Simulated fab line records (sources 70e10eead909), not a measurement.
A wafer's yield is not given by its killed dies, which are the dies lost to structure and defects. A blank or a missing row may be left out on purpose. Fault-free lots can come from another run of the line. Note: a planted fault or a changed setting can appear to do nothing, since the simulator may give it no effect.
Chamber matching ; flow nand_harc ; rie_diel-01 running NHARC_A_STAIRCASE_DESCUM_219: 4 sister chambers
The step chemistry O2, time 3 s. 22 wafers are shown with their chamber, then 11 later ones without.

== WAFERS WITH THEIR CHAMBER ==
wafer;chamber;drypump_motor_current_A (A);showerhead_plenum_p_Torr (Torr);oes_product_au (a.u.)
L075.1;1;4.7;1.78;1.000
L075.4;2;6.2;1.86;1.000
L075.5;0;5.9;1.79;1.009
L079.1;1;4.8;1.78;1.004
L079.2;2;6.2;1.86;0.996
L079.5;0;5.9;1.79;1.011
L081.4;3;5.4;1.94;1.002
L081.5;2;6.2;1.86;1.002
L081.6;3;5.4;1.94;1.005
L080.3;1;4.8;1.78;1.000
L080.4;0;5.9;1.79;1.009
L080.5;0;5.9;1.79;1.010
L083.2;1;4.8;1.77;1.005
L083.3;2;6.2;1.85;1.002
L083.5;3;5.4;1.93;1.006
L084.1;0;5.9;1.78;1.023
L084.2;1;4.8;1.77;1.001
L084.3;3;5.3;1.93;1.000
L084.4;2;6.3;1.85;1.008
L084.5;3;5.4;1.93;0.999
L084.6;2;6.2;1.85;1.000
L086.1;1;4.8;2.08;0.991

SIGNATURES (means of the wafers above)
reading;chamber 0;chamber 1;chamber 2;chamber 3;scatter within a chamber
drypump_motor_current_A;5.900;4.783;6.217;5.380;0.037
showerhead_plenum_p_Torr;1.7880;1.8267;1.8550;1.9340;0.0656
oes_product_au;1.01240;1.00017;1.00133;1.00240;0.0046
Rule: for each reading, subtract the chamber's mean from the wafer's reading, divide by that reading's scatter and square the result; add these up over the readings and take the root, which gives the wafer's distance from the chamber. If the next closest chamber is less than 2 further off than the closest, the wafer can't be placed; otherwise it belongs to the closest. The scatter: take each reading less its chamber's mean, square it, sum over the shown wafers, divide by the number of wafers less the number of chambers, and take the root.

== WAFERS MISSING THEIR CHAMBER ==
wafer;drypump_motor_current_A (A);showerhead_plenum_p_Torr (Torr);oes_product_au (a.u.)
L086.2;6.2;1.85;1.005
L086.4;5.4;1.93;0.992
L089.1;6.2;1.85;1.009
L089.3;4.8;2.08;0.996
L089.4;5.4;1.93;0.995
L092.3;5.9;1.78;0.992
L092.4;4.8;2.07;0.998
L092.6;6.2;1.85;0.997
L096.1;4.8;2.07;1.003
L096.3;5.9;1.78;1.006
L096.5;5.4;1.93;0.988

== THE CHAMBER EACH PASSED THROUGH ==
wafer;from the rows above;in truth
L086.2;2;2
L086.4;3;3
L089.1;2;2
L089.3;1;1
L089.4;3;3
L092.3;0;0
L092.4;1;1
L092.6;2;2
L096.1;1;1
L096.3;0;0
L096.5;3;3
Placed correctly: 11 of 11. Not placeable from these rows: 0. Number placed wrongly: 0.
